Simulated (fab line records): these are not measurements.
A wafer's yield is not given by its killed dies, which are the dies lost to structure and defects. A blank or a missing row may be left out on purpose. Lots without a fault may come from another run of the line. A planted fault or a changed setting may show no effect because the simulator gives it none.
fab line records	flow n5-finfet
[record] lots = 24	wafers = 72	last-day = 17
route steps=1938 shown MOL_CONTACT_COAG@527 BEOL_M0_SAQP@639
lots with no fault: from the same line, run without faults
start-h: the number of hours between the record's first day and the start of the first shown wafer of the lot	wait-h: how many hours have passed since the lot's step before this one	" same as the row above	L1.1+2: one row covering several wafers at once	- either no value or no given start	* or withheld: withheld	< > ~ a bound
route shown NAME@n: a module of which the file shows steps, and the number in the route of the first	usual: mean and standard deviation over wafers with no fault	same: alike in all rows	chamber/n: place in a boat	sites: per-site readings	_std_site: the values' standard deviation	_edge_site: the outer-site mean with the inner-site mean subtracted	radius-mm: for every site, how far away it sits from the centre of the wafer	mask NAME#n: copy n	behind: the last tool/chamber to shape the wafer	hold: the reason the lot was held/the length of the hold in hours/how it ended	device: whichever transistor did not switch (one of n, p or np)	end of line: at the end of the route, the tests of the same wafers	a step without rows: its recipe alone	killed: dies that structure and defects cost at the first sort, which is not the same as the wafer's yield	map: the dies of a wafer, with x for killed, . for not killed, _ for no die there
set.NAME: the setting as run; set.NAME@STEP: as run at that earlier step	model.NAME: the simulator's own value behind a step, which no gauge read
a sample of lots followed through the steps of the route, with each step as a table and each wafer as a row
services: from which hour (start-h, from the record's first day; less than 0 if before it) a tool's chamber was out of use, for how many hours, and why
[[steps]]
[step N5_MOL_CONTACT_COAG_OVL_MEAS_09]
[recipe] points-per-wafer = 522
[usual] CA_OVL = 0.2/0.62
lot.wafer	tool	chamber	start-h	wait-h	CA_OVL[nm]
L074.3	overlay-01	0	87.75	0.0	1.3
L074.4	"	0	"	"	0.7
L074.5	"	0	"	"	1.4
L075.1	overlay-01	0	98.38	0.0	-0.1
L075.2	"	0	"	"	0.8
L075.3	"	0	"	"	0.8
L076.2	overlay-01	0	100.13	0.0	-0.4
L076.3	"	0	"	"	0.1
L076.6	"	0	"	"	1.1
L077.1	overlay-02	0	110.81	0.0	1.1
L077.3	"	0	"	"	-0.1
L077.6	"	0	"	"	0.5
L078.1	overlay-02	0	111.79	0.0	0.1
L078.5	"	0	"	"	0.4
L078.6	"	0	"	"	-0.6
L079.3	overlay-02	0	121.18	0.0	0.5
L079.4	"	0	"	"	0.9
L079.5	"	0	"	"	0.9
L080.2	overlay-01	0	122.73	0.0	0.1
L080.4	"	0	"	"	0.0
L080.6	"	0	"	"	-0.7
L081.2	overlay-02	0	129.21	0.0	-0.2
L081.3	"	0	"	"	-0.1
L081.4	"	0	"	"	-0.4
L082.2	overlay-01	0	138.79	0.0	0.1
L082.3	"	0	"	"	0.6
L082.6	"	0	"	"	0.5
L083.1	overlay-02	0	142.31	0.0	-0.8
L083.4	"	0	"	"	-1.0
L083.5	"	0	"	"	-0.9
L084.1	overlay-01	0	152.10	0.0	1.1
L084.3	"	0	"	"	-0.2
L084.6	"	0	"	"	0.0
L085.2	overlay-02	0	153.97	0.0	-0.3
L085.3	"	0	"	"	0.6
L085.6	"	0	"	"	-0.6
L086.1	overlay-01	0	162.75	0.0	-0.4
L086.3	"	0	"	"	0.2
L086.4	"	0	"	"	-0.3
L087.1	overlay-02	0	169.42	0.0	-0.5
L087.2	"	0	"	"	-0.6
L087.3	"	0	"	"	0.2
L088.1	overlay-01	0	171.88	0.0	0.1
L088.4	"	0	"	"	-0.2
L088.5	"	0	"	"	0.4
L089.2	overlay-02	0	180.20	0.0	-0.3
L089.5	"	0	"	"	0.2
L089.6	"	0	"	"	-0.5
L090.2	overlay-02	0	181.65	0.0	-0.4
L090.3	"	0	"	"	0.6
L090.5	"	0	"	"	0.1
L091.1	overlay-02	0	189.96	0.0	0.7
L091.3	"	0	"	"	-0.5
L091.5	"	0	"	"	-0.6
L092.2	overlay-02	0	201.06	0.0	0.3
L092.4	"	0	"	"	-0.4
L092.5	"	0	"	"	0.7
L093.3	overlay-02	0	202.10	0.0	0.9
L093.5	"	0	"	"	0.5
L093.6	"	0	"	"	0.4
L094.2	overlay-02	0	207.39	0.0	0.7
L094.4	"	0	"	"	1.0
L094.6	"	0	"	"	1.3
L095.1	overlay-01	0	216.65	0.0	0.7
L095.2	"	0	"	"	0.7
L095.4	"	0	"	"	0.3
L096.1	overlay-02	0	221.43	0.0	1.2
L096.5	"	0	"	"	-0.2
L096.6	"	0	"	"	0.3
L097.2	overlay-02	0	226.03	0.0	0.2
L097.5	"	0	"	"	-0.4
L097.6	"	0	"	"	-0.3
[step N5_MOL_CONTACT_COAG_STRIP_98]
[recipe] chemistry = N2/H2	power-w = 500	temp-c = 40	pressure-mtorr = 50	rf-frequency-hz = 6e+07	overash-fraction = 0.3	bias-power-w = 8	h2-frac = 0.5	n2-flow-sccm = 300	h2-flow-sccm = 300
[usual] drypump-motor-current-A = 5.59/0.28	oes-product-au = 0.79/0.085	rf-vpp-V = 54.1/1.4	showerhead-plenum-p-Torr = 3.32/0.085	throttle-valve-pct = 19.1/0.54
lot.wafer	tool	chamber	start-h	wait-h	drypump-motor-current-A	oes-product-au	rf-hours-counter-h	rf-vpp-V	showerhead-plenum-p-Torr	throttle-valve-pct
L074.3	rie-diel-03	0	88.20	0.0	5.09	0.72	205	55.6	3.48	18.7
L074.4	"	2	"	"	5.72	0.98	13	54.8	3.41	18.4
L074.5	"	3	"	"	5.97	0.77	-	55.8	3.36	18.9
L075.1	rie-diel-06	2	99.50	0.0	5.56	0.88	48	52.6	3.44	19.8
L075.2	"	3	"	"	5.94	0.70	191	52.8	3.20	18.7
L075.3	"	1	"	"	5.42	0.96	8	52.0	3.44	18.5
L076.2	rie-diel-02	1	100.54	0.0	5.20	0.79	100	54.1	3.26	19.1
L076.3	"	0	"	"	5.71	0.74	182	53.1	3.26	19.8
L076.6	"	3	"	"	5.75	0.69	-	55.3	3.34	19.7
L077.1	rie-diel-06	3	111.24	0.0	5.95	0.70	196	53.0	3.19	18.8
L077.3	"	1	"	"	5.43	0.94	12	52.4	3.44	18.5
L077.6	"	3	"	"	5.96	0.70	-	56.4	3.19	18.7
L078.1	rie-diel-03	2	112.21	0.0	5.71	0.95	21	53.2	3.40	18.4
L078.5	"	1	"	"	5.23	0.82	-	57.1	3.22	18.4
L078.6	"	0	"	"	5.08	0.70	-	53.1	3.47	18.6
L079.3	rie-diel-02	0	121.58	0.0	5.71	0.73	191	52.7	3.25	19.8
L079.4	"	2	"	"	5.71	0.71	-	51.4	3.33	19.5
L079.5	"	1	"	"	5.23	0.76	-	53.4	3.26	19.1
L080.2	rie-diel-02	1	123.15	0.0	5.21	0.78	107	52.8	3.26	19.1
L080.4	"	0	"	"	5.68	0.73	-	56.2	3.25	19.8
L080.6	"	2	"	"	5.70	0.72	-	54.6	3.33	19.6
L081.2	rie-diel-02	0	129.62	0.0	5.67	0.73	195	52.5	3.25	19.8
L081.3	"	1	"	"	5.23	0.77	111	54.9	3.25	19.1
L081.4	"	1	"	"	5.26	0.78	-	56.0	3.25	19.1
L082.2	rie-diel-06	3	139.20	0.0	5.94	0.70	206	53.6	3.19	18.7
L082.3	"	2	"	"	5.56	0.87	62	54.1	3.43	19.8
L082.6	"	2	"	"	5.52	0.87	-	53.6	3.43	19.8
L083.1	rie-diel-02	1	142.76	0.0	5.21	0.78	117	53.0	3.25	19.1
L083.4	"	1	"	"	5.18	0.77	-	52.4	3.25	19.1
L083.5	"	0	"	"	5.70	0.74	-	55.7	3.25	19.8
L084.1	rie-diel-02	0	152.63	0.0	5.66	0.72	203	54.0	3.24	19.8
L084.3	"	2	"	"	5.71	0.71	205	53.1	3.32	19.6
L084.6	"	1	"	"	5.25	0.78	-	54.5	3.25	19.1
L085.2	rie-diel-02	1	154.70	0.0	5.20	0.77	123	54.8	3.25	19.1
L085.3	"	2	"	"	5.69	0.71	206	54.7	3.32	19.6
L085.6	"	3	"	"	5.75	0.97	-	53.8	3.34	19.4
L086.1	rie-diel-03	2	163.17	0.0	5.72	0.93	39	54.2	3.39	18.4
L086.3	"	1	"	"	5.25	0.80	106	57.0	3.21	18.4
L086.4	"	0	"	"	5.11	0.71	231	55.3	3.46	18.7
L087.1	rie-diel-03	2	169.84	0.0	5.72	0.90	40	52.6	3.39	18.4
L087.2	"	1	"	"	5.25	0.79	107	57.2	3.21	18.4
L087.3	"	3	"	"	5.90	0.75	161	54.1	3.35	18.9
L088.1	rie-diel-06	0	172.30	0.0	6.01	0.85	36	52.9	3.27	18.4
L088.4	"	3	"	"	5.94	0.69	217	52.3	3.18	18.8
L088.5	"	2	"	"	5.55	0.84	-	56.3	3.42	19.8
L089.2	rie-diel-03	0	182.31	0.0	5.12	0.69	239	53.4	3.46	18.7
L089.5	"	3	"	"	5.94	0.74	-	53.4	3.34	18.9
L089.6	"	0	"	"	5.14	0.69	-	55.5	3.46	18.7
L090.2	rie-diel-02	3	183.76	0.0	5.75	0.95	13	53.2	3.33	19.4
L090.3	"	0	"	"	5.70	0.73	216	54.7	3.24	19.8
L090.5	"	1	"	"	5.28	0.75	-	51.5	3.24	19.2
L091.1	rie-diel-02	2	190.79	0.0	5.74	0.70	221	55.4	3.31	19.6
L091.3	"	1	"	"	5.21	0.75	138	55.4	3.24	19.2
L091.5	"	0	"	"	5.72	0.71	-	52.6	3.24	19.9
L092.2	rie-diel-06	1	201.62	0.0	5.41	0.86	41	53.9	3.43	18.6
L092.4	"	3	"	"	5.94	0.68	222	52.6	3.18	18.8
L092.5	"	0	"	"	6.05	0.86	-	55.5	3.27	18.4
L093.3	rie-diel-03	2	202.96	0.0	5.73	0.88	55	53.3	3.38	18.4
L093.5	"	3	"	"	5.90	0.73	-	56.5	3.34	18.9
L093.6	"	0	"	"	5.11	0.68	-	56.4	3.45	18.7
L094.2	rie-diel-02	0	207.80	0.0	5.71	0.71	224	53.6	3.23	19.9
L094.4	"	0	"	"	5.68	0.71	-	56.8	3.23	19.9
L094.6	"	2	"	"	5.71	0.70	-	52.1	3.31	19.6
L095.1	rie-diel-03	1	217.25	0.0	5.26	0.77	129	54.7	3.20	18.5
L095.2	"	2	"	"	5.72	0.88	61	53.5	3.38	18.4
L095.4	"	2	"	"	5.74	0.89	-	55.9	3.38	18.5
L096.1	rie-diel-03	3	221.85	0.0	5.97	0.73	183	52.8	3.33	18.9
L096.5	"	1	"	"	5.24	0.78	-	50.8	3.20	18.5
L096.6	"	2	"	"	5.74	0.87	-	55.6	3.38	18.5
L097.2	rie-diel-06	1	226.57	0.0	5.41	0.86	49	54.0	3.42	18.6
L097.5	"	1	"	"	5.42	0.87	-	53.0	3.42	18.6
L097.6	"	0	"	"	6.09	0.82	-	53.9	3.26	18.4
[step N5_MOL_CONTACT_COAG_THK_MEAS_29]
[recipe] reads = SiNx_of_GATE_CUT_PECVD_57+SiNx_of_GATE_CUT_SAC_CAP_01
[usual] MD_CAP_THK = 17.91/0.11
lot.wafer	tool	chamber	start-h	wait-h	MD_CAP_THK[nm]
L074.3	film-metro-02	-	97.28	-	18.03
L074.4	"	-	"	"	18.06
L074.5	"	-	"	"	17.99
L075.1	film-metro-02	-	108.32	-	17.79
L075.2	"	-	"	"	17.76
L075.3	"	-	"	"	17.88
L076.2	film-metro-02	-	111.71	-	17.90
L076.3	"	-	"	"	18.00
L076.6	"	-	"	"	17.94
L077.1	film-metro-02	-	117.16	-	18.06
L077.3	"	-	"	"	18.00
L077.6	"	-	"	"	18.08
L078.1	film-metro-01	-	118.31	-	17.80
L078.5	"	-	"	"	17.97
L078.6	"	-	"	"	17.81
L079.3	film-metro-02	-	128.44	-	17.70
L079.4	"	-	"	"	17.67
L079.5	"	-	"	"	17.89
L080.2	film-metro-01	-	131.34	-	17.90
L080.4	"	-	"	"	17.87
L080.6	"	-	"	"	17.94
L081.2	film-metro-02	-	137.14	-	17.74
L081.3	"	-	"	"	17.82
L081.4	"	-	"	"	17.86
L082.2	film-metro-02	-	147.20	-	18.06
L082.3	"	-	"	"	17.77
L082.6	"	-	"	"	17.82
L083.1	film-metro-02	-	151.48	-	18.03
L083.4	"	-	"	"	18.00
L083.5	"	-	"	"	18.01
L084.1	film-metro-01	-	160.06	-	17.72
L084.3	"	-	"	"	17.74
L084.6	"	-	"	"	17.87
L085.2	film-metro-02	-	163.77	-	17.95
L085.3	"	-	"	"	18.05
L085.6	"	-	"	"	17.99
L086.1	film-metro-02	-	173.67	-	17.97
L086.3	"	-	"	"	17.89
L086.4	"	-	"	"	17.79
L087.1	film-metro-02	-	177.24	-	17.82
L087.2	"	-	"	"	17.87
L087.3	"	-	"	"	18.01
L088.1	film-metro-02	-	181.31	-	17.78
L088.4	"	-	"	"	17.85
L088.5	"	-	"	"	18.04
L089.2	film-metro-02	-	191.39	-	17.93
L089.5	"	-	"	"	18.11
L089.6	"	-	"	"	18.11
L090.2	film-metro-02	-	191.52	-	17.87
L090.3	"	-	"	"	17.97
L090.5	"	-	"	"	17.76
L091.1	film-metro-02	-	199.17	-	17.90
L091.3	"	-	"	"	17.95
L091.5	"	-	"	"	17.87
L092.2	film-metro-01	-	209.17	-	17.89
L092.4	"	-	"	"	17.84
L092.5	"	-	"	"	17.89
L093.3	film-metro-02	-	210.56	-	17.96
L093.5	"	-	"	"	18.06
L093.6	"	-	"	"	18.00
L094.2	film-metro-02	-	214.45	-	17.82
L094.4	"	-	"	"	17.95
L094.6	"	-	"	"	17.98
L095.1	film-metro-02	-	224.27	-	17.67
L095.2	"	-	"	"	17.76
L095.4	"	-	"	"	17.71
L096.1	film-metro-02	-	231.19	-	18.00
L096.5	"	-	"	"	17.99
L096.6	"	-	"	"	17.92
L097.2	film-metro-01	-	233.99	-	17.98
L097.5	"	-	"	"	18.14
L097.6	"	-	"	"	17.93
[step N5_MOL_CONTACT_COAG_INSPECT_42]
[recipe] mode = adi	inspect-instrument = brightfield
[usual] raw-defect-count = 219/54
lot.wafer	tool	chamber	start-h	wait-h	raw-defect-count
L074.3	defect-inspect-02	-	102.33	0.0	217
L074.4	"	-	"	"	267
L074.5	"	-	"	"	199
L075.1	defect-inspect-01	-	110.93	0.1	173
L075.2	"	-	"	"	177
L075.3	"	-	"	"	172
L076.2	defect-inspect-01	-	114.12	0.0	222
L076.3	"	-	"	"	180
L076.6	"	-	"	"	358
L077.1	defect-inspect-01	-	120.48	0.1	388
L077.3	"	-	"	"	229
L077.6	"	-	"	"	269
L078.1	defect-inspect-02	-	121.26	0.1	140
L078.5	"	-	"	"	95
L078.6	"	-	"	"	150
L079.3	defect-inspect-01	-	131.05	0.0	162
L079.4	"	-	"	"	134
L079.5	"	-	"	"	212
L080.2	defect-inspect-01	-	134.42	0.0	195
L080.4	"	-	"	"	174
L080.6	"	-	"	"	214
L081.2	defect-inspect-02	-	139.48	0.0	248
L081.3	"	-	"	"	218
L081.4	"	-	"	"	307
L082.2	defect-inspect-02	-	149.52	0.0	180
L082.3	"	-	"	"	224
L082.6	"	-	"	"	202
L083.1	defect-inspect-02	-	153.88	0.1	281
L083.4	"	-	"	"	292
L083.5	"	-	"	"	164
L084.1	defect-inspect-01	-	162.68	0.1	197
L084.3	"	-	"	"	237
L084.6	"	-	"	"	165
L085.2	defect-inspect-01	-	166.11	0.0	213
L085.3	"	-	"	"	207
L085.6	"	-	"	"	279
L086.1	defect-inspect-01	-	177.10	0.1	211
L086.3	"	-	"	"	187
L086.4	"	-	"	"	191
L087.1	defect-inspect-01	-	182.68	0.1	209
L087.2	"	-	"	"	243
L087.3	"	-	"	"	276
L088.1	defect-inspect-01	-	185.64	0.1	185
L088.4	"	-	"	"	243
L088.5	"	-	"	"	251
L089.2	defect-inspect-02	-	194.08	0.0	240
L089.5	"	-	"	"	214
L089.6	"	-	"	"	311
L090.2	defect-inspect-01	-	194.29	0.0	269
L090.3	"	-	"	"	264
L090.5	"	-	"	"	205
L091.1	defect-inspect-02	-	201.79	0.1	226
L091.3	"	-	"	"	202
L091.5	"	-	"	"	160
L092.2	defect-inspect-02	-	212.30	0.0	240
L092.4	"	-	"	"	249
L092.5	"	-	"	"	250
L093.3	defect-inspect-02	-	212.83	0.0	179
L093.5	"	-	"	"	261
L093.6	"	-	"	"	133
L094.2	defect-inspect-02	-	217.09	0.0	168
L094.4	"	-	"	"	310
L094.6	"	-	"	"	197
L095.1	defect-inspect-02	-	227.00	0.1	107
L095.2	"	-	"	"	170
L095.4	"	-	"	"	147
L096.1	defect-inspect-01	-	234.27	0.1	242
L096.5	"	-	"	"	171
L096.6	"	-	"	"	176
L097.2	defect-inspect-02	-	236.49	0.0	301
L097.5	"	-	"	"	259
L097.6	"	-	"	"	292
[step N5_MOL_CONTACT_COAG_VIA_ETCH_117]
[recipe] chemistry = C4F6/O2	target-depth-a = 400	overetch-a = 80	mask-material = SOC	target = SiO2	bias-w = 455	pressure-mtorr = 10	time-s = 26	source-w = 325	Ar_flow_sccm = 300	C4F6_flow_sccm = 10	O2_flow_sccm = 10	ion-energy-ev = 575.3	ends = end-point
[usual] drypump-motor-current-A = 5.6/0.3	oes-product-au = 0.72/0.073	rf-vpp-V = 1579/43	showerhead-plenum-p-Torr = 2.80/0.082	throttle-valve-pct = 41.0/0.64
lot.wafer	tool	chamber	start-h	wait-h	drypump-motor-current-A	oes-product-au	rf-hours-counter-h	rf-vpp-V	showerhead-plenum-p-Torr	throttle-valve-pct
L074.3	rie-diel-03	1	102.84	0.0	5.2	0.75	87	1619	2.73	40.3
L074.4	"	3	"	"	5.9	0.69	138	1555	2.82	40.6
L074.5	"	2	"	"	5.7	0.85	-	1647	2.90	41.1
L075.1	rie-diel-03	1	111.45	0.0	5.2	0.75	89	1621	2.73	40.3
L075.2	"	3	"	"	5.9	0.68	140	1555	2.82	40.6
L075.3	"	0	"	"	5.1	0.63	213	1612	2.94	40.8
L076.2	rie-diel-03	0	115.18	0.0	5.1	0.62	215	1613	2.94	40.9
L076.3	"	3	"	"	5.9	0.69	141	1556	2.82	40.6
L076.6	"	0	"	"	5.1	0.63	-	1613	2.94	40.9
L077.1	rie-diel-02	1	120.99	0.0	5.2	0.70	106	1641	2.78	42.7
L077.3	"	0	"	"	5.7	0.68	191	1497	2.69	41.2
L077.6	"	2	"	"	5.7	0.65	-	1555	2.79	41.3
L078.1	rie-diel-03	3	121.83	0.0	5.9	0.69	144	1554	2.82	40.6
L078.5	"	3	"	"	6.0	0.69	-	1554	2.82	40.6
L078.6	"	2	"	"	5.7	0.83	-	1645	2.90	41.1
L079.3	rie-diel-06	1	131.72	0.0	5.4	0.82	19	1582	2.90	41.0
L079.4	"	2	"	"	5.5	0.77	60	1550	2.89	41.9
L079.5	"	3	"	"	5.9	0.64	-	1523	2.70	41.0
L080.2	rie-diel-02	1	134.93	0.0	5.2	0.68	113	1641	2.78	42.7
L080.4	"	0	"	"	5.7	0.67	-	1498	2.69	41.2
L080.6	"	2	"	"	5.7	0.65	-	1555	2.79	41.3
L081.2	rie-diel-03	2	140.41	0.0	5.7	0.83	31	1647	2.90	41.1
L081.3	"	1	"	"	5.2	0.75	99	1621	2.73	40.4
L081.4	"	0	"	"	5.1	0.63	224	1611	2.93	40.9
L082.2	rie-diel-06	2	150.23	0.0	5.5	0.76	67	1551	2.88	41.9
L082.3	"	0	"	"	6.1	0.81	26	1586	2.74	40.2
L082.6	"	0	"	"	6.1	0.82	-	1586	2.74	40.2
L083.1	rie-diel-03	1	154.85	0.0	5.2	0.74	104	1620	2.73	40.4
L083.4	"	2	"	"	5.7	0.81	36	1645	2.89	41.1
L083.5	"	0	"	"	5.1	0.62	-	1612	2.93	40.9
L084.1	rie-diel-06	2	163.39	0.0	5.5	0.76	73	1551	2.88	41.9
L084.3	"	3	"	"	5.9	0.64	214	1524	2.69	41.0
L084.6	"	1	"	"	5.4	0.80	-	1581	2.89	41.0
L085.2	rie-diel-02	1	166.65	0.0	5.2	0.68	127	1641	2.77	42.7
L085.3	"	2	"	"	5.7	0.64	210	1555	2.78	41.3
L085.6	"	0	"	"	5.7	0.67	-	1496	2.69	41.2
L086.1	rie-diel-02	1	179.34	0.0	5.2	0.69	132	1640	2.77	42.7
L086.3	"	0	"	"	5.7	0.66	213	1496	2.68	41.2
L086.4	"	2	"	"	5.7	0.64	215	1554	2.78	41.3
L087.1	rie-diel-03	1	185.27	0.0	5.2	0.73	114	1620	2.72	40.4
L087.2	"	2	"	"	5.7	0.80	47	1646	2.89	41.1
L087.3	"	0	"	"	5.1	0.61	240	1611	2.92	40.9
L088.1	rie-diel-02	1	187.46	0.0	5.2	0.68	137	1639	2.77	42.7
L088.4	"	3	"	"	5.8	0.81	15	1618	2.79	41.5
L088.5	"	3	"	"	5.7	0.82	-	1620	2.79	41.5
L089.2	rie-diel-06	2	195.03	0.0	5.6	0.75	78	1549	2.88	41.9
L089.5	"	3	"	"	5.9	0.63	-	1525	2.69	41.0
L089.6	"	2	"	"	5.5	0.75	-	1551	2.88	41.9
L090.2	rie-diel-02	0	195.04	0.0	5.7	0.66	219	1497	2.68	41.2
L090.3	"	2	"	"	5.7	0.63	221	1555	2.77	41.3
L090.5	"	2	"	"	5.7	0.63	-	1554	2.77	41.3
L091.1	rie-diel-06	3	202.37	0.0	5.9	0.63	223	1522	2.69	41.0
L091.3	"	1	"	"	5.4	0.79	41	1579	2.89	41.0
L091.5	"	1	"	"	5.4	0.79	-	1580	2.89	41.0
L092.2	rie-diel-06	0	213.13	0.0	6.0	0.79	46	1583	2.74	40.2
L092.4	"	2	"	"	5.6	0.75	84	1550	2.88	41.9
L092.5	"	1	"	"	5.4	0.79	-	1580	2.89	41.0
L093.3	rie-diel-06	3	213.90	0.0	5.9	0.63	226	1524	2.69	41.0
L093.5	"	0	"	"	6.0	0.79	-	1585	2.74	40.2
L093.6	"	3	"	"	5.9	0.63	-	1524	2.69	41.0
L094.2	rie-diel-06	3	218.17	0.0	5.9	0.63	228	1523	2.68	41.0
L094.4	"	1	"	"	5.4	0.79	46	1577	2.89	41.0
L094.6	"	3	"	"	5.9	0.63	-	1522	2.68	41.0
L095.1	rie-diel-06	2	227.64	0.0	5.5	0.74	89	1549	2.87	41.9
L095.2	"	3	"	"	5.9	0.62	231	1524	2.68	41.0
L095.4	"	0	"	"	6.1	0.78	51	1583	2.73	40.2
L096.1	rie-diel-03	1	234.92	0.0	5.2	0.70	138	1619	2.71	40.4
L096.5	"	1	"	"	5.2	0.71	-	1620	2.71	40.4
L096.6	"	3	"	"	5.9	0.65	-	1554	2.80	40.6
L097.2	rie-diel-06	1	237.19	0.0	5.4	0.77	53	1580	2.89	41.0
L097.5	"	3	"	"	5.9	0.63	-	1523	2.68	41.0
L097.6	"	0	"	"	6.0	0.78	-	1583	2.73	40.2
[step N5_BEOL_M0_SAQP_THK_MEAS_05]
[usual] thk-nm = 59.6/0.94
lot.wafer	tool	chamber	start-h	wait-h	thk-nm
L074.3	film-metro-02	-	111.78	0.1	58.8
L074.4	"	-	"	"	59.9
L074.5	"	-	"	"	60.6
L075.1	film-metro-01	-	116.35	0.1	59.7
L075.2	"	-	"	"	60.6
L075.3	"	-	"	"	60.0
L076.2	film-metro-02	-	120.43	0.1	59.0
L076.3	"	-	"	"	58.7
L076.6	"	-	"	"	60.4
L077.1	film-metro-02	-	125.88	0.1	58.6
L077.3	"	-	"	"	58.0
L077.6	"	-	"	"	60.2
L078.1	film-metro-02	-	129.59	0.1	59.8
L078.5	"	-	"	"	60.2
L078.6	"	-	"	"	61.5
L079.3	film-metro-01	-	137.11	0.1	58.7
L079.4	"	-	"	"	59.6
L079.5	"	-	"	"	58.3
L080.2	film-metro-02	-	140.65	0.1	57.8
L080.4	"	-	"	"	58.6
L080.6	"	-	"	"	58.8
L081.2	film-metro-02	-	145.85	0.1	58.8
L081.3	"	-	"	"	57.7
L081.4	"	-	"	"	58.9
L082.2	film-metro-02	-	157.11	0.1	59.6
L082.3	"	-	"	"	59.2
L082.6	"	-	"	"	60.5
L083.1	film-metro-02	-	161.17	0.1	59.0
L083.4	"	-	"	"	59.6
L083.5	"	-	"	"	59.2
L084.1	film-metro-01	-	169.06	0.1	57.7
L084.3	"	-	"	"	58.5
L084.6	"	-	"	"	58.6
L085.2	film-metro-01	-	171.75	0.1	59.0
L085.3	"	-	"	"	59.9
L085.6	"	-	"	"	60.2
L086.1	film-metro-02	-	184.88	0.1	58.8
L086.3	"	-	"	"	58.1
L086.4	"	-	"	"	58.7
L087.1	film-metro-02	-	190.92	0.1	59.7
L087.2	"	-	"	"	60.0
L087.3	"	-	"	"	59.3
L088.1	film-metro-01	-	194.05	0.1	58.1
L088.4	"	-	"	"	60.2
L088.5	"	-	"	"	60.6
L089.2	film-metro-02	-	200.93	0.1	59.2
L089.5	"	-	"	"	60.7
L089.6	"	-	"	"	60.4
L090.2	film-metro-01	-	203.76	0.2	59.1
L090.3	"	-	"	"	58.7
L090.5	"	-	"	"	59.0
L091.1	film-metro-02	-	208.10	0.2	58.5
L091.3	"	-	"	"	60.2
L091.5	"	-	"	"	60.1
L092.2	film-metro-02	-	218.47	0.1	59.0
L092.4	"	-	"	"	59.4
L092.5	"	-	"	"	60.2
L093.3	film-metro-02	-	221.78	0.1	59.4
L093.5	"	-	"	"	59.4
L093.6	"	-	"	"	60.5
L094.2	film-metro-01	-	224.94	0.1	60.3
L094.4	"	-	"	"	60.6
L094.6	"	-	"	"	60.3
L095.1	film-metro-02	-	236.96	0.1	60.8
L095.2	"	-	"	"	58.8
L095.4	"	-	"	"	60.0
L096.1	film-metro-01	-	239.97	0.1	60.1
L096.5	"	-	"	"	59.8
L096.6	"	-	"	"	60.4
L097.2	film-metro-01	-	242.98	0.1	59.5
L097.5	"	-	"	"	61.0
L097.6	"	-	"	"	60.9
[[services]]
tool	chamber	start-h	hours	kind
rie-diel-06	1	65.46	-	clean
rie-diel-06	1	65.46	-	consumable-replace:focus-ring
rie-diel-06	1	65.46	16.3	scheduled-down
rie-diel-06	1	65.46	16.3	vent-cycle
rie-diel-02	0	68.45	6.2	repair
rie-diel-02	-	91.15	2.8	pm
rie-diel-06	0	91.22	16.7	repair
rie-diel-02	1	112.26	2.7	repair
rie-diel-02	3	116.22	-	clean
rie-diel-02	3	116.22	-	consumable-replace:focus-ring
rie-diel-02	3	116.22	31.6	scheduled-down
rie-diel-02	3	116.22	31.6	vent-cycle
rie-diel-06	3	143.16	8.3	repair
rie-diel-06	-	174.34	14.6	pm
rie-diel-02	-	198.01	0.6	repair
rie-diel-02	1	204.08	6.8	repair
rie-diel-03	0	211.06	-	clean
rie-diel-03	0	211.06	-	consumable-replace:focus-ring
rie-diel-03	0	211.06	26.7	scheduled-down
rie-diel-03	0	211.06	26.7	vent-cycle
rie-diel-02	-	223.96	2.3	repair
rie-diel-03	2	228.06	8.4	repair
rie-diel-06	2	235.93	8.0	repair
[[key]]
fault none
